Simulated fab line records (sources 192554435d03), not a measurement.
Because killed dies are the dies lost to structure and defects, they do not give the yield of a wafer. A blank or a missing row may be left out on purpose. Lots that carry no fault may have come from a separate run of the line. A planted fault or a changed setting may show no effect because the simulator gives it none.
fab line records | flow n5-finfet
record: lots: 10 wafers: 30 last-day: 19
route steps=1938 shown BEOL_M4@1111 BEOL_M8@1385 BEOL_M9@1401 PASSIVATION@1936
lots with no fault: from the same line, run without faults
start-h: the number of hours between the record's first day and the start of the first shown wafer of the lot | wait-h: hours from the lot's prior step to this one | " repeats the value in the row above | L1.1+2: one row covering several wafers at once | - value missing, or start not given | * or withheld: withheld | < > ~ a bound
route shown NAME@n: a module of which the file shows steps, and the number in the route of the first | usual: mean/standard deviation taken from wafers without a fault | same: alike in all rows | chamber/n: place in a boat | sites: each site's reading | _std_site: how widely they spread, as a standard deviation | _edge_site: inner sites' mean taken away from outer sites' mean | radius-mm: for every site, how far away it sits from the centre of the wafer | mask NAME#n: copy n | behind: the most recent tool/chamber to have shaped the wafer | hold: what put the lot on hold/how long, in hours/how the hold closed | device: names the non-switching transistor (n, p or np) | end of line: the tests these same wafers got at the end of their route | a step with no rows: only its recipe | killed: not the wafer's yield, but the dies lost to structure and defects at the first sort | map: the dies of a wafer, with x for killed, . for not killed, _ for no die there
set.NAME: setting as actually run; set.NAME@STEP: the setting as run at that earlier step | model.NAME: the simulator's own value behind a step, which no gauge read
the route's steps for a sample of lots (tables are steps, rows are wafers)
services: a tool's chamber out of use, with start hour (start-h, from the record's first day; less than 0 if before it), hours out, and reason
== steps ==
step: N5_BEOL_M4_RC_MEAS_101
usual: DIBL_N: 36.0/1.3 DIBL_P: 36.2/1.7 IOFF_N: 0.155/0.024 IOFF_P: 0.21/0.034 ION_N: 674/9 ION_P: 463/7.1 SS_N: 71.4/0.5 SS_P: 73.4/0.57 VT_N: 250.0/2.8 VT_P: -251/3.2
columns lot.wafer tool chamber start-h wait-h DIBL_N[mV/V] DIBL_P[mV/V] IOFF_N[nA/um] IOFF_P[nA/um] ION_N[uA/um] ION_P[uA/um] SS_N[mV/dec] SS_P[mV/dec] VT_N[mV] VT_P[mV]
L825.2 prober-01 0 244.66 0.3 35.0 35.0 0.125 0.17 663 455 71.2 73.1 253.3 -254
L825.4 " 0 " " 37.0 37.2 0.158 0.20 673 454 72.1 73.6 252.0 -251
L825.6 " 0 " " 36.8 37.1 0.155 0.20 667 458 71.5 73.3 248.5 -251
L826.1 prober-01 0 249.90 0.0 35.8 35.3 0.143 0.18 675 457 71.1 72.9 250.7 -252
L826.4 " 0 " " 35.7 35.4 0.144 0.19 675 458 70.8 73.4 251.6 -252
L826.6 " 0 " " 37.3 37.0 0.171 0.20 680 459 71.6 73.3 249.7 -251
L832.3 prober-02 0 275.80 0.3 36.0 37.5 0.157 0.21 672 459 71.7 73.4 250.7 -251
L832.5 " 0 " " 35.0 35.7 0.144 0.18 667 452 71.4 73.0 251.3 -252
L832.6 " 0 " " 35.2 36.4 0.153 0.19 678 462 70.7 74.2 250.9 -251
L833.1 prober-01 0 276.14 0.0 37.8 37.2 0.186 0.20 682 457 72.0 73.3 248.8 -254
L833.5 " 0 " " 35.8 35.1 0.156 0.18 681 458 70.8 73.1 248.2 -255
L833.6 " 0 " " 36.3 35.3 0.159 0.18 671 460 70.4 73.6 250.2 -255
L835.3 prober-01 0 289.16 0.3 35.9 37.4 0.173 0.21 678 460 71.4 73.1 248.6 -249
L835.4 " 0 " " 33.2 34.1 0.126 0.17 670 463 70.8 72.8 253.2 -251
L835.6 " 0 " " 36.0 37.1 0.177 0.22 688 471 71.2 73.1 248.4 -249
L838.3 prober-01 0 310.47 0.3 34.8 35.8 0.141 0.19 666 463 72.3 73.6 248.4 -253
L838.5 " 0 " " 34.8 36.5 0.150 0.21 667 464 72.2 72.3 252.6 -249
L838.6 " 0 " " 34.4 35.5 0.139 0.19 662 457 71.7 73.4 248.3 -251
L839.2 prober-02 0 311.95 0.2 37.7 36.4 0.176 0.26 683 472 71.4 74.0 245.8 -246
L839.4 " 0 " " 35.4 33.7 0.134 0.21 668 465 72.0 73.5 247.5 -246
L839.5 " 0 " " 38.0 37.1 0.192 0.28 678 473 72.3 73.9 245.9 -243
L837.3 prober-01 0 315.22 0.3 35.1 35.2 0.152 0.23 678 474 70.9 72.6 250.0 -247
L837.4 " 0 " " 36.7 37.5 0.187 0.26 689 475 71.5 73.5 246.1 -244
L837.6 " 0 " " 36.6 37.3 0.185 0.25 678 468 72.2 73.5 245.4 -246
L829.1 prober-02 0 347.29 0.0 36.1 37.0 0.162 0.20 674 458 71.9 73.4 249.5 -251
L829.2 " 0 " " 36.3 37.2 0.155 0.20 663 451 71.7 72.9 251.1 -254
L829.6 " 0 " " 34.5 35.2 0.132 0.18 660 453 71.2 73.7 252.5 -254
L847.1 prober-01 0 347.71 0.0 35.7 34.9 0.135 0.20 676 464 70.9 73.0 251.9 -251
L847.2 " 0 " " 34.8 34.3 0.120 0.19 668 464 71.0 72.4 255.6 -249
L847.6 " 0 " " 34.3 34.5 0.121 0.19 664 464 70.4 72.5 253.3 -250
step: N5_BEOL_M8_CD_MEAS_35
recipe: target-cd-nm: 40 polarity: opening
usual: cd-nm: 40.0/0.53
columns lot.wafer tool chamber start-h wait-h cd-nm
L825.2 cd-sem-03 - 274.86 0.0 39.5
L825.4 " - " " 40.1
L825.6 " - " " 40.0
L826.1 cd-sem-02 - 278.61 0.0 39.4
L826.4 " - " " 40.1
L826.6 " - " " 39.6
L833.1 cd-sem-02 - 312.84 0.0 40.1
L833.5 " - " " 41.2
L833.6 " - " " 39.9
L832.3 cd-sem-02 - 317.08 0.0 40.3
L832.5 " - " " 40.1
L832.6 " - " " 40.1
L835.3 cd-sem-02 - 330.08 0.0 39.8
L835.4 " - " " 39.3
L835.6 " - " " 39.7
L838.3 cd-sem-01 - 343.88 0.0 39.7
L838.5 " - " " 40.8
L838.6 " - " " 39.9
L837.3 cd-sem-02 - 350.16 0.0 38.8
L837.4 " - " " 39.8
L837.6 " - " " 40.1
L839.2 cd-sem-01 - 350.28 0.0 39.3
L839.4 " - " " 40.8
L839.5 " - " " 40.4
L829.1 cd-sem-03 - 388.87 0.0 40.3
L829.2 " - " " 40.0
L829.6 " - " " 40.2
L847.1 cd-sem-01 - 389.17 0.0 40.8
L847.2 " - " " 40.6
L847.6 " - " " 39.8
step: N5_BEOL_M8_PRE_CLEAN_45
recipe: gas: H2/He time-s: 30 temp-c: 250
usual: heater-power-w: 333/30
columns lot.wafer tool chamber start-h wait-h heater-power-w
L825.2 pvd-sputter-03 - 275.46 0.0 296
L825.4 " - " " 361
L825.6 " - " " 347
L826.1 pvd-sputter-01 - 279.37 0.0 330
L826.4 " - " " 384
L826.6 " - " " 326
L833.1 pvd-sputter-03 - 313.73 0.0 287
L833.5 " - " " 302
L833.6 " - " " 354
L832.3 pvd-sputter-03 - 317.96 0.0 296
L832.5 " - " " 363
L832.6 " - " " 299
L835.3 pvd-sputter-02 - 330.89 0.0 346
L835.4 " - " " 311
L835.6 " - " " 312
L838.3 pvd-sputter-03 - 344.30 0.0 308
L838.5 " - " " 367
L838.6 " - " " 292
L837.3 pvd-sputter-01 - 350.73 0.0 368
L837.4 " - " " 297
L837.6 " - " " 289
L839.2 pvd-sputter-02 - 350.91 0.0 337
L839.4 " - " " 346
L839.5 " - " " 305
L829.1 pvd-sputter-02 - 389.69 0.0 350
L829.2 " - " " 327
L829.6 " - " " 300
L847.1 pvd-sputter-03 - 391.47 0.0 296
L847.2 " - " " 370
L847.6 " - " " 353
step: N5_BEOL_M8_SPUTTER_48
recipe: material: Cu target-thk-a: 100 temp-c: -20 bias-v: 60 power-w: 26000 chamber-pressure-pa: 0.13 time-s: 1.667
usual: bias-v: 60.0/0.56 cathode-dc-power-W: 26000/4.8 throttle-valve-pct: 29.9/0.98
columns lot.wafer tool chamber start-h wait-h bias-v cathode-dc-power-W throttle-valve-pct
L825.2 pvd-sputter-03 - 276.10 0.1 61.3 26002 29.7
L825.4 " - " " 59.8 25998 29.0
L825.6 " - " " 59.2 25999 29.0
L826.1 pvd-sputter-01 - 280.07 0.1 59.9 26002 28.8
L826.4 " - " " 60.2 26003 29.8
L826.6 " - " " 60.2 26000 29.6
L833.1 pvd-sputter-01 - 314.43 0.2 59.2 25997 28.7
L833.5 " - " " 59.1 25999 28.6
L833.6 " - " " 60.3 25998 30.5
L832.3 pvd-sputter-01 - 318.73 0.2 58.9 25993 30.6
L832.5 " - " " 59.6 25991 28.6
L832.6 " - " " 60.0 26008 30.4
L835.3 pvd-sputter-03 - 331.81 0.2 60.5 26006 29.3
L835.4 " - " " 59.9 25998 31.3
L835.6 " - " " 60.7 25994 31.0
L838.3 pvd-sputter-01 - 346.71 1.4 - - -
L838.5 " - " " - - -
L838.6 " - " " - - -
L837.3 pvd-sputter-03 - 351.25 0.1 - - -
L837.4 " - " " - - -
L837.6 " - " " - - -
L839.2 pvd-sputter-01 - 351.54 0.1 - - -
L839.4 " - " " - - -
L839.5 " - " " - - -
L829.1 pvd-sputter-03 - 391.15 0.2 59.9 25996 29.0
L829.2 " - " " 60.3 26000 29.7
L829.6 " - " " 59.2 25992 29.2
L847.1 pvd-sputter-03 - 392.05 0.1 59.9 25996 29.0
L847.2 " - " " 60.0 26003 30.5
L847.6 " - " " 59.8 26002 29.1
step: N5_BEOL_M8_CMP_52
recipe: stop-on: SiCOH_lowk t-overpolish-s: 6.9 down-force-psi: 1 platen-rpm: 50 clearing-platen-down-force-psi: 1.5 clearing-platen-rpm: 50 post-cmp-clean: cu-alkaline target-thk-nm: 80 clearing-platen-pad-velocity-m-s: 0.99484 pad-velocity-m-s: 0.99484
usual: clearing-platen-rpm: 49.999/0.026 motor-current-A: 6.3/0.78 time-to-endpoint-s: 61.6/3
columns lot.wafer tool chamber start-h wait-h clearing-platen-rpm motor-current-A time-to-endpoint-s
L825.2 cmp-03 0 276.74 0.3 49.961 6.4 60.6
L825.4 " 2 " " 49.991 6.6 58.4
L825.6 " 3 " " 49.988 6.6 62.6
L826.1 cmp-04 2 280.66 0.3 50.007 5.3 64.2
L826.4 " 3 " " 49.990 6.2 65.4
L826.6 " 0 " " 49.993 6.4 68.9
L833.1 cmp-02 0 315.35 0.5 50.002 7.6 60.1
L833.6 " 1 " " 49.986 5.0 63.4
L833.5 " 2 " " 49.954 7.4 60.9
L832.3 cmp-04 2 319.69 0.3 49.996 5.1 60.3
L832.6 " 1 " " 49.987 6.5 59.7
L832.5 " 2 " " 50.052 5.5 55.8
L835.3 cmp-02 1 332.38 0.2 49.976 5.1 66.3
L835.4 " 0 " " 50.019 7.4 63.9
L835.6 " 1 " " 50.004 5.0 62.1
L838.3 cmp-02 3 347.44 0.3 50.017 5.7 0.0
L838.6 " 0 " " 50.032 7.3 0.0
L838.5 " 1 " " 49.995 4.9 1.6
L837.3 cmp-03 0 351.77 0.2 50.006 6.4 0.0
L837.4 " 2 " " 50.069 6.4 0.0
L837.6 " 0 " " 49.990 6.1 0.0
L839.4 cmp-04 1 352.35 0.2 49.983 6.7 0.0
L839.2 " 2 " " 49.978 5.6 0.0
L839.5 " 0 " " 49.949 6.2 0.3
L829.1 cmp-04 2 391.78 0.3 49.986 5.4 65.1
L829.2 " 1 " " 49.969 6.6 60.5
L829.6 " 2 " " 49.959 5.2 62.1
L847.1 cmp-02 0 392.55 0.3 50.049 7.8 65.3
L847.2 " 2 " " 49.981 6.8 61.4
L847.6 " 1 " " 50.025 5.1 63.5
step: N5_BEOL_M9_ILD_DEP_00
recipe: material: SiCOH_lowk target-thk-a: 3085.1 temp-c: 300 precursor: DEMS/porogen pressure-torr: 5 rf-w: 500 time-s: 58
usual: heater-power-w: 333/63 showerhead-plenum-p-Torr: 5.738/0.015 throttle-valve-pct: 13.8/0.38
columns lot.wafer tool chamber start-h wait-h heater-power-w showerhead-plenum-p-Torr throttle-valve-pct
L825.2 pecvd-02 2 277.19 0.0 463 5.737 13.5
L825.4 " 1 " " 359 5.720 13.9
L825.6 " 2 " " 461 5.735 13.8
L826.1 pecvd-02 0 281.10 0.0 301 5.730 14.3
L826.4 " 0 " " 316 5.736 14.1
L826.6 " 1 " " 369 5.704 14.0
L833.1 pecvd-03 2 315.75 0.0 399 5.735 12.8
L833.5 " 1 " " 236 5.764 14.0
L833.6 " 2 " " 408 5.718 13.0
L832.3 pecvd-03 0 320.17 0.0 229 5.750 14.0
L832.5 " 2 " " 419 5.745 12.8
L832.6 " 1 " " 239 5.758 13.4
L835.3 pecvd-04 1 332.87 0.0 347 5.759 14.3
L835.4 " 2 " " 296 5.740 13.9
L835.6 " 0 " " 258 5.740 13.9
L829.1 pecvd-03 2 392.30 0.0 362 5.738 13.0
L829.2 " 1 " " 294 5.753 13.6
L829.6 " 0 " " 268 5.759 13.9
L847.1 pecvd-03 2 393.04 0.0 380 5.729 13.1
L847.2 " 0 " " 253 5.772 13.8
L847.6 " 2 " " 387 5.735 13.0
step: N5_PASSIVATION_PROBE_49
usual: defect-limited-yield: 90.8/1.7 killed_at_M0_to_M3: 37/12 killed_at_M4_up: 15/5.6 killed-at-contacts: 13/6.9 killed-at-front-end: 40/11 killed-at-other: 4/3.2 killed-dies: 109/20 killed-on-rim: 14/4.3 killed-open: 73/15 killed-short: 35/8.3 sort_bin_5_function: 5.4/1.1 sort_bin_6_memory: 3.5/0.73 sort-n-pass: 1071/20 sort-yield-pct: 90.8/1.7
same: gross-dies: 1180 killed-at-back-side: 0 sort_bin_4_leakage[%]: 0 sort_bin_8_speed[%]: 0
columns lot.wafer tool chamber start-h wait-h defect-limited-yield[%] killed_at_M0_to_M3 killed_at_M4_up killed-at-contacts killed-at-front-end killed-at-other killed-dies killed-on-rim killed-open killed-short sort_bin_5_function[%] sort_bin_6_memory[%] sort-n-pass sort-yield-pct[%]
L838.3 prober-01 - 411.94 0.1 0 39 1097 8 35 1 1180 152 68 28 96.9 2.8 0 0
L838.5 prober-01 - 412.04 0.2 0 34 1091 8 44 3 1180 152 50 47 96.6 2.9 0 0
L838.6 prober-01 - 412.09 0.3 0 39 1100 5 32 4 1180 152 61 30 96.9 2.5 0 0
L839.2 prober-02 - 424.92 0.1 0 28 1097 8 43 4 1180 152 69 41 95.7 3.5 0 0
L839.4 prober-02 - 425.02 0.2 0 47 1048 7 76 2 1180 152 107 39 94.7 4.8 0 0
L839.5 prober-02 - 425.07 0.2 0 31 1108 6 32 3 1180 152 59 32 97.4 2.5 0 0
L837.3 prober-02 - 426.95 0.1 0 36 1089 12 33 10 1180 152 58 41 97.1 2.7 0 0
L837.4 prober-02 - 427.00 0.2 0 41 1083 21 34 1 1180 152 64 42 96.3 3.4 0 0
L837.6 prober-02 - 427.10 0.3 0 28 1110 9 24 9 1180 152 58 25 96.9 3.0 0 0
killed by level:class
L838.3 BEOL_M8:area-sputter=550 BEOL_M8:area-ecd=534 BEOL_M0_SAQP:geometric-particle:short=11 STI_FIN_REVEAL:geometric-particle:open=10 BEOL_M1:geometric-particle:open=9 MOL_CONTACT_COAG:geometric-particle:open=8 BEOL_M2:geometric-particle:open=8 BEOL_M0_SAQP:geometric-particle:open=6
L838.5 BEOL_M8:area-sputter=551 BEOL_M8:area-ecd=532 FIN_SAQP:geometric-particle:short=12 BEOL_M0_SAQP:geometric-particle:short=12 STI_FIN_REVEAL:geometric-particle:open=10 BEOL_M0_SAQP:geometric-particle:open=8 MOL_CONTACT_COAG:geometric-particle:open=5 FIN_SAQP:geometric-particle:open=4
L838.6 BEOL_M8:area-ecd=570 BEOL_M8:area-sputter=518 STI_FIN_REVEAL:geometric-particle:open=10 BEOL_M3:geometric-particle:open=9 BEOL_M2:geometric-particle:open=7 BEOL_M0_SAQP:geometric-particle:short=6 BEOL_M0_SAQP:geometric-particle:open=5 BEOL_M0:geometric-particle:open=5
L839.2 BEOL_M8:area-ecd=554 BEOL_M8:area-sputter=515 BEOL_M4:geometric-particle:open=16 FIN_SAQP:geometric-particle:short=15 DUMMY_GATE:geometric-particle:open=7 MOL_CONTACT_COAG:geometric-particle:open=7 BEOL_M2:geometric-particle:open=7 BEOL_M4:geometric-particle:short=7
L839.4 BEOL_M8:area-ecd=546 BEOL_M8:area-sputter=486 FIN_SAQP:geometric-particle:short=17 STI_FIN_REVEAL:geometric-particle:open=16 BEOL_M0_SAQP:geometric-particle:open=15 FIN_SAQP:geometric-particle:open=14 BEOL_M2:geometric-particle:open=13 BEOL_M4:geometric-particle:open=9
L839.5 BEOL_M8:area-sputter=565 BEOL_M8:area-ecd=524 BEOL_M4:geometric-particle:open=11 FIN_SAQP:geometric-particle:open=7 BEOL_M0_SAQP:geometric-particle:short=7 BEOL_M0_SAQP:geometric-particle:open=7 BEOL_M3:geometric-particle:open=7 MOL_CONTACT_COAG:geometric-particle:open=5
L837.3 BEOL_M8:area-ecd=552 BEOL_M8:area-sputter=529 MOL_CONTACT_COAG:geometric-particle:open=10 BEOL_M0_SAQP:geometric-particle:short=10 FIN_SAQP:geometric-particle:open=8 BEOL_M2:geometric-particle:open=7 STI_FIN_REVEAL:geometric-particle:open=6 BEOL_M0_SAQP:geometric-particle:open=6
L837.4 BEOL_M8:area-ecd=547 BEOL_M8:area-sputter=525 MOL_CONTACT_COAG:geometric-particle:open=14 BEOL_M0_SAQP:geometric-particle:open=12 BEOL_M0_SAQP:geometric-particle:short=11 GATE_CUT:geometric-particle:open=7 MOL_CONTACT_COAG:geometric-particle:short=7 BEOL_M2:geometric-particle:open=7
L837.6 BEOL_M8:area-sputter=550 BEOL_M8:area-ecd=546 BEOL_M2:geometric-particle:open=10 MOL_CONTACT_COAG:geometric-particle:open=7 BEOL_M0_SAQP:geometric-particle:open=7 BEOL_M4:geometric-particle:open=6 STI_FIN_REVEAL:geometric-particle:open=5 PASS1_DEP:geometric-particle:short=5
== services ==
columns tool chamber start-h hours kind
pecvd-02 2 258.27 5.5 scheduled-down
cmp-03 - 262.37 2.5 repair
pecvd-03 1 272.94 2.1 scheduled-down
pecvd-04 2 280.44 5.3 repair
cmp-03 - 312.21 3.3 pm
cmp-03 - 318.05 1.8 repair
cmp-02 - 319.57 0.9 repair
pecvd-02 2 321.90 2.1 scheduled-down
pecvd-04 2 325.04 2.1 scheduled-down
cmp-04 - 331.17 1.9 repair
cmp-02 - 343.07 2.4 repair
cmp-02 - 349.95 2.2 repair
cmp-03 - 362.08 1.0 repair
pecvd-02 - 364.95 0.5 repair
cmp-03 - 368.47 1.3 repair
pecvd-02 2 373.92 5.9 repair
cmp-02 - 375.92 0.5 repair
pecvd-02 1 383.66 - clean
pecvd-02 1 383.66 - consumable-replace:showerhead
pecvd-02 1 383.66 29.0 scheduled-down
pecvd-02 1 383.66 29.0 vent-cycle
pecvd-04 1 385.08 2.1 scheduled-down
== key ==
first-sign: step: N5_BEOL_M8_SPUTTER_48 reading: tool-record direction: missing
effect: step: N5_BEOL_M8_CMP_52 reading: time-to-endpoint-s direction: down sigmas: 21 usual: * struck: *
effect: step: N5_PASSIVATION_PROBE_49 reading: killed_at_M4_up direction: up sigmas: 99+ usual: 15 struck: 1091
more-kills-born-at: N5_BEOL_M8_ECD_50@ecd-cu-01: 3281 N5_BEOL_M8_SPUTTER_48@pvd-sputter-01: 3185 N5_BEOL_M8_ECD_50@ecd-cu-02: 1624
met-at N5_BEOL_M8_SPUTTER_48
struck-lots L837,L838,L839
later-rows-left-out L837.3,L837.4,L837.6,L838.3,L838.5,L838.6,L839.2,L839.4,L839.5
not-acting-at N5_BEOL_M8_CD_MEAS_35,N5_BEOL_M8_PRE_CLEAN_45,N5_BEOL_M9_ILD_DEP_00
onset-between 331.81 346.71
fault: kind: skipped-step-whole tool: pvd-sputter-01,pvd-sputter-03 chamber: - onset-h: 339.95 steps: N5_BEOL_M8_SPUTTER_48 scope: struck-lots-only
later-rows-left-out: the simulator's readings of these wafers behind a module that went badly wrong aren't trusted and aren't shown, but for the sort
